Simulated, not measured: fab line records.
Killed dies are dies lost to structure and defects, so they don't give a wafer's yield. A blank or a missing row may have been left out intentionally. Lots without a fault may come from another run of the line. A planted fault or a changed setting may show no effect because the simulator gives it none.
Which of the tools did it? | flow n5Finfet | 21 lots, 63 wafers sampled, at 6 steps of a route of 1938

WHAT THE GAUGES READ, wafer by wafer
N5_FIN_CUT_INSPECT_10: inspects for defects (brightfield). Usual: rawDefectCount at 43, with a standard deviation of 9.9.
lot  | measured    | on               | rawDefectCount | flag
L074 | day 2 05:25 | defectInspect-02 | 51 43 38       | 
L076 | day 2 14:31 | defectInspect-02 | 35 52 30       | 
L078 | day 3 03:53 | defectInspect-02 | 50 51 26       | 
L079 | day 3 09:14 | defectInspect-01 | 44 32 31       | 
L080 | day 3 19:35 | defectInspect-01 | 45 25 64       | 
L081 | day 3 20:51 | defectInspect-01 | 34 41 53       | 
L082 | day 4 03:29 | defectInspect-02 | 35 41 45       | 
L083 | day 4 09:26 | defectInspect-01 | 29 43 19       | 
L084 | day 4 15:04 | defectInspect-02 | 29 41 44       | 
L085 | day 4 20:52 | defectInspect-02 | 68 44 58       | 
L086 | day 5 04:41 | defectInspect-01 | 35 48 37       | 
L087 | day 5 09:07 | defectInspect-01 | 50 53 29       | 
L088 | day 5 17:10 | defectInspect-01 | 39 45 49       | 
L089 | day 5 21:17 | defectInspect-02 | 54 60 53       | 
L090 | day 6 03:08 | defectInspect-01 | 31 46 62       | 
L091 | day 6 09:23 | defectInspect-02 | 61 30 61       | 
L093 | day 6 20:55 | defectInspect-01 | 43 48 38       | 
L094 | day 7 03:20 | defectInspect-01 | 35 46 45       | 
L095 | day 7 10:44 | defectInspect-01 | 56 15 35       | 
L096 | day 7 17:57 | defectInspect-01 | 38 40 42       | 
L097 | day 8 01:26 | defectInspect-02 | 61 55 41       | 

EACH LOT AND THE TOOL THAT RAN IT (in order: tool; ch and the chambers of the sampled wafers; start)
lot  | N5_FIN_SAQP_ETCH_52              | N5_FIN_SAQP_MANDREL_ETCH_22    | N5_FIN_SAQP_MANDREL1_REMOVE_56 | N5_FIN_SAQP_ETCH_57              | N5_FIN_SAQP_ETCH_65
L074 | rieDiel-04 ch 0,2, day 1 22:40   | rieSi-06 ch 0,1,2, day 1 22:52 | rieSi-06 ch 0,1,3, day 2 02:22 | rieDiel-04 ch 0,2, day 2 02:38   | rieSi-01 ch 0,2,3, day 2 02:44
L076 | rieDiel-01 ch 0,1,3, day 2 09:43 | rieSi-06 ch 0,2,3, day 2 09:55 | rieSi-02 ch 1,2, day 2 11:33   | rieDiel-01 ch 1,3, day 2 11:43   | rieSi-01 ch 0,2, day 2 11:50
L078 | rieDiel-04 ch 0,2,3, day 2 23:20 | rieSi-02 ch 0,2,3, day 2 23:31 | rieSi-02 ch 0,1,3, day 3 01:08 | rieDiel-02 ch 0,2,3, day 3 01:17 | rieSi-06 ch 0,2,3, day 3 01:24
L079 | rieDiel-01 ch 0,2, day 3 04:17   | rieSi-06 ch 2,3, day 3 04:28   | rieSi-06 ch 1,2, day 3 06:22   | rieDiel-01 ch 0,1, day 3 06:31   | rieSi-01 ch 1,2,3, day 3 06:38
L080 | rieDiel-02 ch 2,3, day 3 10:05   | rieSi-06 ch 1,3, day 3 10:17   | rieSi-06 ch 1,2, day 3 16:05   | rieDiel-02 ch 0,3, day 3 16:16   | rieSi-02 ch 0,1,3, day 3 16:22
L081 | rieDiel-01 ch 2,3, day 3 15:56   | rieSi-01 ch 0,1,3, day 3 16:08 | rieSi-06 ch 2,3, day 3 18:10   | rieDiel-01 ch 2,3, day 3 18:19   | rieSi-01 ch 0,1,3, day 3 18:26
L082 | rieDiel-02 ch 1,3, day 3 22:26   | rieSi-02 ch 0,2, day 3 22:38   | rieSi-01 ch 0,2,3, day 4 00:29 | rieDiel-01 ch 0,2, day 4 00:38   | rieSi-06 ch 1,3, day 4 00:45
L083 | rieDiel-01 ch 0,1,3, day 4 04:46 | rieSi-06 ch 1,3, day 4 04:58   | rieSi-06 ch 2,3, day 4 06:35   | rieDiel-04 ch 2,3, day 4 06:44   | rieSi-02 ch 0,1, day 4 06:51
L084 | rieDiel-02 ch 1,2,3, day 4 10:36 | rieSi-02 ch 1,3, day 4 10:47   | rieSi-01 ch 1,2,3, day 4 12:24 | rieDiel-02 ch 1,2,3, day 4 12:34 | rieSi-06 ch 0,1,2, day 4 12:40
L085 | rieDiel-02 ch 0,2,3, day 4 15:55 | rieSi-02 ch 0,1,3, day 4 16:07 | rieSi-01 ch 0,2,3, day 4 17:44 | rieDiel-01 ch 0,1,3, day 4 17:53 | rieSi-02 ch 0,1,2, day 4 17:59
L086 | rieDiel-01 ch 0,3, day 4 23:22   | rieSi-06 ch 0,2, day 4 23:37   | rieSi-01 ch 0,2,3, day 5 01:13 | rieDiel-04 ch 0,3, day 5 01:23   | rieSi-02 ch 0,3, day 5 01:29
L087 | rieDiel-02 ch 1,2, day 5 04:31   | rieSi-02 ch 0,2,3, day 5 04:42 | rieSi-01 ch 2,3, day 5 06:19   | rieDiel-02 ch 0,2,3, day 5 06:30 | rieSi-02 ch 0,1,2, day 5 06:37
L088 | rieDiel-02 ch 1,2,3, day 5 11:33 | rieSi-01 ch 0,1, day 5 11:44   | rieSi-06 ch 0,1,2, day 5 14:28 | rieDiel-04 ch 0,1,3, day 5 14:41 | rieSi-02 ch 1,3, day 5 14:47
L089 | rieDiel-01 ch 0,2, day 5 16:31   | rieSi-06 ch 0,2, day 5 16:43   | rieSi-01 ch 2,3, day 5 18:26   | rieDiel-04 ch 1,2,3, day 5 18:39 | rieSi-02 ch 0,3, day 5 18:45
L090 | rieDiel-02 ch 1,2, day 5 22:15   | rieSi-01 ch 1,2,3, day 5 22:26 | rieSi-02 ch 0,2,3, day 6 00:11 | rieDiel-01 ch 0,2,3, day 6 00:20 | rieSi-01 ch 0,2,3, day 6 00:27
L091 | rieDiel-04 ch 2,3, day 6 04:13   | rieSi-06 ch 1,2, day 6 04:24   | rieSi-02 ch 0,2, day 6 06:46   | rieDiel-02 ch 0,1, day 6 06:55   | rieSi-01 ch 1,3, day 6 07:02
L093 | rieDiel-04 ch 0,2,3, day 6 16:20 | rieSi-01 ch 0,2,3, day 6 16:31 | rieSi-02 ch 1,2, day 6 18:08   | rieDiel-02 ch 0,2,3, day 6 18:19 | rieSi-06 ch 1,3, day 6 18:25
L094 | rieDiel-01 ch 0,2,3, day 6 22:02 | rieSi-06 ch 0,2,3, day 6 22:14 | rieSi-02 ch 0,1,2, day 7 00:25 | rieDiel-04 ch 1,2,3, day 7 00:35 | rieSi-06 ch 0,1,2, day 7 00:41
L095 | rieDiel-04 ch 0,1, day 7 04:25   | rieSi-01 ch 2,3, day 7 04:37   | rieSi-02 ch 0,1,3, day 7 07:47 | rieDiel-01 ch 1,2,3, day 7 07:56 | rieSi-01 ch 0,1, day 7 08:03
L096 | rieDiel-04 ch 0,1,2, day 7 10:21 | rieSi-01 ch 1,2, day 7 10:29   | rieSi-02 ch 1,2,3, day 7 12:07 | rieDiel-04 ch 0,1,2, day 7 12:19 | rieSi-01 ch 0,2,3, day 7 12:23
L097 | rieDiel-02 ch 0,1, day 7 18:00   | rieSi-01 ch 0,1,3, day 7 18:11 | rieSi-02 ch 0,2,3, day 7 21:13 | rieDiel-01 ch 0,1, day 7 21:22   | rieSi-06 ch 0,2,3, day 7 21:29
- N5_FIN_SAQP_ETCH_52: etches SOC in N2/H2, target depth 100 nm, overetch 20 nm, time 150 s.
- N5_FIN_SAQP_MANDREL_ETCH_22: etches a-Si in HBr/Cl2, stops on SiNx, target depth 60 nm, bt time 10 s, time 30 s.
- N5_FIN_SAQP_MANDREL1_REMOVE_56: chemistry HBr/Cl2/O2, target a-Si, stops on SiNx, bt time 10 s.
- N5_FIN_SAQP_ETCH_57: etches SiNx in CH3F/O2, target depth 32.5 nm, time 46.4 s.
- N5_FIN_SAQP_ETCH_65: etches SiO2 in CF4, target depth 4 nm, time 4.4 s.

AS READ BY THE TOOLS THEMSELVES (means over the sampled wafers that have a number; for cases with no such wafer, the mark the record gives instead)
N5_FIN_SAQP_ETCH_52. Usual: drypumpMotorCurrentA 5.5 A, standard deviation 0.38; h2FlowSccm 200.0 sccm, standard deviation 0.63; oesProductAu 0.73 a.u., standard deviation 0.085; rfVppV 525.2 V, standard deviation 2.1; showerheadPlenumPTorr 2.59 Torr, standard deviation 0.069; throttleValvePct 17.80 %, standard deviation 0.23.
lot  | tool       | drypumpMotorCurrentA (A) | h2FlowSccm (sccm) | oesProductAu (a.u.) | rfVppV (V) | showerheadPlenumPTorr (Torr) | throttleValvePct (%) | flag
L074 | rieDiel-04 | 5.7                      | 199.7             | 0.74                | 524.4      | 2.56                         | 17.77                | 
L076 | rieDiel-01 | 5.6                      | 200.6             | 0.71                | 525.4      | 2.62                         | 17.76                | 
L078 | rieDiel-04 | 5.6                      | 199.8             | 0.78                | 525.3      | 2.58                         | 17.74                | 
L079 | rieDiel-01 | 5.6                      | 200.0             | 0.85                | 528.3      | 2.71                         | 17.49                | 
L080 | rieDiel-02 | 5.2                      | 200.4             | 0.69                | 525.7      | 2.62                         | 17.65                | 
L081 | rieDiel-01 | 6.0                      | 200.3             | 0.87                | 527.0      | 2.64                         | 17.49                | 
L082 | rieDiel-02 | 5.0                      | 199.9             | 0.72                | 526.3      | 2.63                         | 17.75                | 
L083 | rieDiel-01 | 5.6                      | 200.4             | 0.77                | 525.6      | 2.61                         | 17.64                | 
L084 | rieDiel-02 | 5.1                      | 200.1             | 0.71                | 523.9      | 2.59                         | 17.77                | 
L085 | rieDiel-02 | 5.4                      | 200.4             | 0.67                | 525.0      | 2.61                         | 17.87                | 
L086 | rieDiel-01 | 5.4                      | 199.7             | 0.82                | 526.8      | 2.63                         | 17.54                | 
L087 | rieDiel-02 | 5.2                      | 200.1             | 0.70                | 524.0      | 2.55                         | 17.76                | 
L088 | rieDiel-02 | 5.1                      | 200.4             | 0.70                | 525.2      | 2.59                         | 17.77                | 
L089 | rieDiel-01 | 5.8                      | 199.9             | 0.81                | 528.1      | 2.70                         | 17.52                | 
L090 | rieDiel-02 | 5.2                      | 200.6             | 0.70                | 523.6      | 2.54                         | 17.78                | 
L091 | rieDiel-04 | 5.5                      | 200.4             | 0.78                | 524.8      | 2.59                         | 17.75                | 
L093 | rieDiel-04 | 5.6                      | 199.7             | 0.74                | 525.0      | 2.56                         | 17.80                | 
L094 | rieDiel-01 | 5.7                      | 199.6             | 0.80                | 526.6      | 2.62                         | 17.56                | 
L095 | rieDiel-04 | 5.6                      | 200.1             | 0.70                | 522.8      | 2.51                         | 17.84                | 
L096 | rieDiel-04 | 5.5                      | 200.3             | 0.74                | 522.9      | 2.53                         | 17.84                | 
L097 | rieDiel-02 | 5.0                      | 200.0             | 0.71                | 525.4      | 2.59                         | 18.11                | 

N5_FIN_SAQP_MANDREL_ETCH_22. Usual: drypumpMotorCurrentA 5.6 A, standard deviation 0.53; heBacksideLeakSccm 2.87 sccm, standard deviation 0.28; oesProductAu 0.763 a.u., standard deviation 0.011; throttleValvePct 35.37 %, standard deviation 0.26.
lot  | tool     | drypumpMotorCurrentA (A) | heBacksideLeakSccm (sccm) | oesProductAu (a.u.) | throttleValvePct (%) | flag
L074 | rieSi-06 | 5.3                      | 2.87                      | 0.760               | 35.29                | 
L076 | rieSi-06 | 5.7                      | 3.00                      | 0.755               | 35.45                | 
L078 | rieSi-02 | 5.8                      | 2.99                      | 0.759               | 35.57                | 
L079 | rieSi-06 | 6.1                      | 2.87                      | 0.758               | 35.21                | 
L080 | rieSi-06 | 5.8                      | 2.81                      | 0.766               | 35.23                | 
L081 | rieSi-01 | 5.5                      | 2.72                      | 0.763               | 35.44                | 
L082 | rieSi-02 | 5.6                      | 2.92                      | 0.769               | 35.67                | 
L083 | rieSi-06 | 5.4                      | 2.68                      | 0.766               | 35.07                | 
L084 | rieSi-02 | 6.0                      | 3.29                      | 0.766               | 35.29                | 
L085 | rieSi-02 | 5.9                      | 2.91                      | 0.761               | 35.42                | 
L086 | rieSi-06 | 5.7                      | 2.94                      | 0.760               | 35.39                | 
L087 | rieSi-02 | 5.7                      | 2.80                      | 0.758               | 35.56                | 
L088 | rieSi-01 | 6.1                      | 2.73                      | 0.778               | 35.41                | 
L089 | rieSi-06 | 5.3                      | 2.80                      | 0.758               | 35.63                | 
L090 | rieSi-01 | 5.3                      | 2.96                      | 0.759               | 35.36                | 
L091 | rieSi-06 | 5.7                      | 2.77                      | 0.757               | 35.09                | 
L093 | rieSi-01 | 5.4                      | 2.95                      | 0.760               | 35.43                | 
L094 | rieSi-06 | 5.7                      | 2.81                      | 0.760               | 35.46                | 
L095 | rieSi-01 | 4.9                      | 2.94                      | 0.754               | 35.47                | 
L096 | rieSi-01 | 5.4                      | 2.86                      | 0.755               | 35.24                | 
L097 | rieSi-01 | 5.5                      | 2.81                      | 0.768               | 35.44                | 

N5_FIN_SAQP_MANDREL1_REMOVE_56. Usual: drypumpMotorCurrentA 5.6 A, standard deviation 0.46; heBacksideLeakSccm 2.9 sccm, standard deviation 0.37; oesProductAu 0.998 a.u., standard deviation 0.013; throttleValvePct 36.71 %, standard deviation 0.26.
lot  | tool     | drypumpMotorCurrentA (A) | heBacksideLeakSccm (sccm) | oesProductAu (a.u.) | throttleValvePct (%) | flag
L074 | rieSi-06 | 5.3                      | 2.8                       | 0.997               | 36.70                | 
L076 | rieSi-02 | 5.7                      | 3.5                       | 0.995               | 36.98                | 
L078 | rieSi-02 | 5.9                      | 2.8                       | 1.010               | 36.74                | 
L079 | rieSi-06 | 5.7                      | 2.9                       | 0.997               | 36.41                | 
L080 | rieSi-06 | 5.7                      | 2.8                       | 0.995               | 36.40                | 
L081 | rieSi-06 | 6.2                      | 2.8                       | 0.997               | 36.63                | 
L082 | rieSi-01 | 5.4                      | 3.0                       | 0.989               | 36.78                | 
L083 | rieSi-06 | 6.1                      | 3.0                       | 1.000               | 36.56                | 
L084 | rieSi-01 | 5.3                      | 2.9                       | 0.995               | 36.69                | 
L085 | rieSi-01 | 5.4                      | 2.9                       | 0.989               | 36.78                | 
L086 | rieSi-01 | 5.4                      | 2.9                       | 0.996               | 36.77                | 
L087 | rieSi-01 | 5.1                      | 3.0                       | 0.992               | 36.69                | 
L088 | rieSi-06 | 5.3                      | 2.8                       | 0.995               | 36.66                | 
L089 | rieSi-01 | 4.9                      | 3.1                       | 0.998               | 36.79                | 
L090 | rieSi-02 | 5.7                      | 2.7                       | 0.999               | 36.90                | 
L091 | rieSi-02 | 5.6                      | 2.6                       | 1.007               | 37.01                | 
L093 | rieSi-02 | 5.7                      | 3.3                       | 0.993               | 36.95                | 
L094 | rieSi-02 | 5.7                      | 2.9                       | 1.002               | 36.89                | 
L095 | rieSi-02 | 5.9                      | 2.8                       | 1.000               | 36.74                | 
L096 | rieSi-02 | 5.9                      | 3.0                       | 0.998               | 36.80                | 
L097 | rieSi-02 | 5.7                      | 2.7                       | 0.988               | 36.90                | 

N5_FIN_SAQP_ETCH_57. Usual: value, then standard deviation, for each; drypumpMotorCurrentA 5.5 A / 0.34; etchRfOnTimeS 45.9 s / 0.9; oes_f_703_au 0.82 a.u. / 0.098; oesProductAu 0.71 a.u. / 0.086; rfVppV 298 V / 4.5; showerheadPlenumPTorr 2.04 Torr / 0.057; throttleValvePct 16.30 % / 0.2.
lot  | tool       | drypumpMotorCurrentA (A) | etchRfOnTimeS (s) | oes_f_703_au (a.u.) | oesProductAu (a.u.) | rfVppV (V) | showerheadPlenumPTorr (Torr) | throttleValvePct (%) | flag
L074 | rieDiel-04 | 5.6                      | 47.2              | 0.82                | 0.70                | 294        | 2.01                         | 16.34                | 
L076 | rieDiel-01 | 5.8                      | 46.9              | 0.70                | 0.59                | 296        | 2.01                         | 16.47                | 
L078 | rieDiel-02 | 5.4                      | 45.2              | 0.76                | 0.65                | 300        | 2.05                         | 16.38                | 
L079 | rieDiel-01 | 5.5                      | 45.2              | 0.86                | 0.75                | 304        | 2.11                         | 16.13                | 
L080 | rieDiel-02 | 5.3                      | 47.3              | 0.76                | 0.65                | 299        | 2.08                         | 16.40                | 
L081 | rieDiel-01 | 6.0                      | 46.1              | 0.96                | 0.82                | 300        | 2.07                         | 16.04                | 
L082 | rieDiel-01 | 5.5                      | 45.5              | 0.93                | 0.81                | 305        | 2.13                         | 16.02                | 
L083 | rieDiel-04 | 5.5                      | 45.6              | 0.92                | 0.78                | 294        | 2.04                         | 16.24                | 
L084 | rieDiel-02 | 5.1                      | 46.0              | 0.79                | 0.68                | 299        | 2.04                         | 16.34                | 
L085 | rieDiel-01 | 5.6                      | 45.0              | 0.85                | 0.73                | 300        | 2.05                         | 16.17                | 
L086 | rieDiel-04 | 5.6                      | 45.5              | 0.85                | 0.72                | 295        | 2.02                         | 16.33                | 
L087 | rieDiel-02 | 5.4                      | 46.2              | 0.74                | 0.64                | 301        | 2.05                         | 16.40                | 
L088 | rieDiel-04 | 5.6                      | 45.5              | 0.85                | 0.73                | 294        | 1.99                         | 16.31                | 
L089 | rieDiel-04 | 5.5                      | 45.5              | 0.91                | 0.78                | 294        | 2.01                         | 16.23                | 
L090 | rieDiel-01 | 5.7                      | 45.8              | 0.91                | 0.78                | 301        | 2.07                         | 16.07                | 
L091 | rieDiel-02 | 5.4                      | 45.3              | 0.76                | 0.65                | 298        | 2.05                         | 16.65                | 
L093 | rieDiel-02 | 5.4                      | 46.5              | 0.73                | 0.63                | 300        | 2.04                         | 16.43                | 
L094 | rieDiel-04 | 5.5                      | 44.8              | 0.88                | 0.76                | 293        | 2.01                         | 16.26                | 
L095 | rieDiel-01 | 5.9                      | 45.7              | 0.82                | 0.71                | 299        | 2.05                         | 16.22                | 
L096 | rieDiel-04 | 5.5                      | 45.9              | 0.83                | 0.71                | 293        | 1.99                         | 16.34                | 
L097 | rieDiel-01 | 5.7                      | 45.8              | 0.75                | 0.65                | 301        | 2.08                         | 16.32                | 

N5_FIN_SAQP_ETCH_65. Usual: drypumpMotorCurrentA 5.6 A, standard deviation 0.48; heBacksideLeakSccm 2.87 sccm, standard deviation 0.29; oesProductAu 0.999 a.u., standard deviation 0.011; throttleValvePct 21.77 %, standard deviation 0.19.
lot  | tool     | drypumpMotorCurrentA (A) | heBacksideLeakSccm (sccm) | oesProductAu (a.u.) | throttleValvePct (%) | flag
L074 | rieSi-01 | 5.4                      | 2.94                      | 1.004               | 21.76                | 
L076 | rieSi-01 | 5.6                      | 2.85                      | 0.994               | 21.66                | 
L078 | rieSi-06 | 5.7                      | 2.96                      | 0.990               | 21.91                | 
L079 | rieSi-01 | 5.3                      | 2.79                      | 0.999               | 21.72                | 
L080 | rieSi-02 | 5.9                      | 2.85                      | 1.004               | 21.72                | 
L081 | rieSi-01 | 5.5                      | 2.83                      | 0.998               | 21.79                | 
L082 | rieSi-06 | 5.8                      | 2.77                      | 0.988               | 21.64                | 
L083 | rieSi-02 | 5.8                      | 2.91                      | 1.018               | 21.79                | 
L084 | rieSi-06 | 5.3                      | 2.80                      | 0.991               | 21.79                | 
L085 | rieSi-02 | 5.7                      | 3.08                      | 1.007               | 21.86                | 
L086 | rieSi-02 | 5.9                      | 2.62                      | 0.993               | 21.71                | 
L087 | rieSi-02 | 5.7                      | 3.13                      | 1.001               | 21.86                | 
L088 | rieSi-02 | 6.0                      | 2.95                      | 1.006               | 21.66                | 
L089 | rieSi-02 | 5.9                      | 2.61                      | 0.999               | 21.71                | 
L090 | rieSi-01 | 5.4                      | 2.93                      | 0.990               | 21.76                | 
L091 | rieSi-01 | 5.4                      | 2.75                      | 1.010               | 21.78                | 
L093 | rieSi-06 | 5.8                      | 2.72                      | 0.989               | 21.64                | 
L094 | rieSi-06 | 5.3                      | 3.13                      | 0.995               | 21.79                | 
L095 | rieSi-01 | 6.0                      | 2.70                      | 1.010               | 21.80                | 
L096 | rieSi-01 | 5.4                      | 2.86                      | 1.002               | 21.78                | 
L097 | rieSi-06 | 5.7                      | 2.87                      | 0.995               | 21.90                | 

THE ANSWER, worked out from the rows above alone
Rule: take the mean of a lot's wafers that have a number; if it is more than 3 standard deviations from the usual mean, the lot is off. Also off: a lot with no number at a reading for which 4 or more lots have one. The other lots that the step has rows for count as sound. First the gauges in route order, then the tools' own readings, where a lot's mean is used as printed above. At the first step where some lot is off, the reading lying furthest off is the one used; lots without a number count as furthest.
No lot is off on any of the readings shown, so nothing can be concluded from this.

WHAT THE SIMULATOR PUT IN
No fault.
